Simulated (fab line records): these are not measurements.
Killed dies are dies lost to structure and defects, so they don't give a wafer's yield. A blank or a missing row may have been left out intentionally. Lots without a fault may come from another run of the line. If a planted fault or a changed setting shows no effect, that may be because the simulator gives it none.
Comparing a struck lot with a sound one + flow n5_finfet + 18 steps out of a route of 1938
Sound: these wafers, L832.3, L832.4, L832.6. Struck: wafer L839.3 (left out: L839.1, L839.6 of the same lot, which were not struck); the cause appears at the end.
Order at every step that has rows: each side's tool, ch and its chambers, its first start. Under that, the readings that differ: sound wafers + struck wafers + difference of the means + sigmas: that difference in standard deviations of wafers without a fault.
alike: readings whose means differ by less than 2 such deviations, and words and numbers that are the same on both sides. not compared: withheld readings, readings that some wafer has no value for, bounds like >300 that may hide the same value, and numbers for which the record gives no deviation and whose values overlap.
A row with sigmas, a row that says differs or no value, or rows on one side alone: a step with any of these is where the two part. Non-overlapping numbers with no deviation appear without sigmas and do not part them. A reading that every wafer of one side lacks parts them only if that side has two wafers or more.

N5_BEOL_M4_ANNEAL_82: time 240 s.
  struck on pvd_sputter-03, day 11 11:47; sound on pvd_sputter-03, day 9 10:52
  alike: heater_power_w
then, 1 step without rows for these wafers: N5_BEOL_M4_SPUTTER_86 (material Cu, target thk 4.5 nm, time 8.29 s).
N5_BEOL_M4_ANNEAL_87: time 240 s.
  struck on pvd_sputter-03, day 11 12:00; sound on pvd_sputter-03, day 9 11:05
  alike: heater_power_w
then, 4 steps without rows for these wafers: N5_BEOL_M4_SPUTTER_88 (material Cu, target thk 4.5 nm, time 8.29 s); N5_BEOL_M4_ANNEAL_89 (time 240 s); N5_BEOL_M4_SPUTTER_90 (material Cu, target thk 4.5 nm, time 8.29 s); N5_BEOL_M4_ANNEAL_91 (time 240 s).
N5_BEOL_M4_SPUTTER_92: material Cu, target thk 4.5 nm, time 8.29 s.
  struck on pvd_sputter-03, day 11 12:35; sound on pvd_sputter-03, day 9 11:40
  alike: throttle_valve_pct
then, 2 steps without rows for these wafers: N5_BEOL_M4_ANNEAL_93 (time 240 s); N5_BEOL_M4_SPUTTER_94 (material Cu, target thk 4.5 nm, time 8.29 s).
N5_BEOL_M4_ANNEAL_95: time 240 s.
  struck on pvd_sputter-03, day 11 12:53; sound on pvd_sputter-03, day 9 11:58
  alike: heater_power_w
N5_BEOL_M4_SPUTTER_96: material Cu, target thk 4.5 nm, time 8.29 s.
  struck on pvd_sputter-03, day 11 13:01; sound on pvd_sputter-03, day 9 12:07
  alike: throttle_valve_pct
N5_BEOL_M4_ECD_50: material Cu, target thk 300 nm.
  sound on ecd_cu-01 ch 0,1, day 9 12:15; struck on ecd_cu-01 ch 0, day 11 13:08
| reading                                | sound             | struck | difference | sigmas |
|----------------------------------------|-------------------|--------|------------|--------|
| model.Cu_of_BEOL_M4_ECD_50.thk_nm (nm) | 296.6 299.6 300.8 | 389.8  | +90.8      |        |
then, 1 step without rows for these wafers: N5_BEOL_M4_ANNEAL_51 (time 90 s).
N5_BEOL_M4_CMP_52: polishes, stops on SiOC, t overpolish 6.8 s, target thk 40 nm.
  sound on cmp-02 ch 0,2, day 9 13:06; struck on cmp-03 ch 3, day 11 13:33
| reading                | sound    | struck | difference | sigmas |
|------------------------|----------|--------|------------|--------|
| time_to_endpoint_s (s) | 66 59 67 | 81     | +17        | +5     |
  alike: motor_current_A, slurry_flow_ml_min
N5_BEOL_M4_THK_MEAS_53: measures by xrf.
  struck on film_metro-01, day 11 13:48; sound on film_metro-01, day 9 13:21
  alike: M4_THK
N5_BEOL_M4_RC_MEAS_101:
  sound on prober-02 ch 0, day 9 14:00; struck on prober-02 ch 0, day 11 14:08
| reading       | sound       | struck | difference | sigmas |
|---------------|-------------|--------|------------|--------|
| ION_N (uA/um) | 628 657 645 | 675    | +32        | +2     |
| VT_N (mV)     | 261 255 255 | 248    | -9         | -2     |
  alike: DIBL_N, DIBL_P, IOFF_N, IOFF_P, ION_P, SS_N, SS_P, VT_P
-- here the record skips 5 days between the struck wafers' starts before and after, leaving off in module BEOL_M4 and picking up in module PASSIVATION (first step shown: number 1936 of the route) --
N5_PASSIVATION_PROBE_49:
  only the struck wafers here have rows in the record (prober-02, day 16 08:43); the sound ones have none

== WHERE THEY PART ==
First at N5_BEOL_M4_CMP_52; last, within this record, at N5_PASSIVATION_PROBE_49.

WHY: what had been put in by the simulator
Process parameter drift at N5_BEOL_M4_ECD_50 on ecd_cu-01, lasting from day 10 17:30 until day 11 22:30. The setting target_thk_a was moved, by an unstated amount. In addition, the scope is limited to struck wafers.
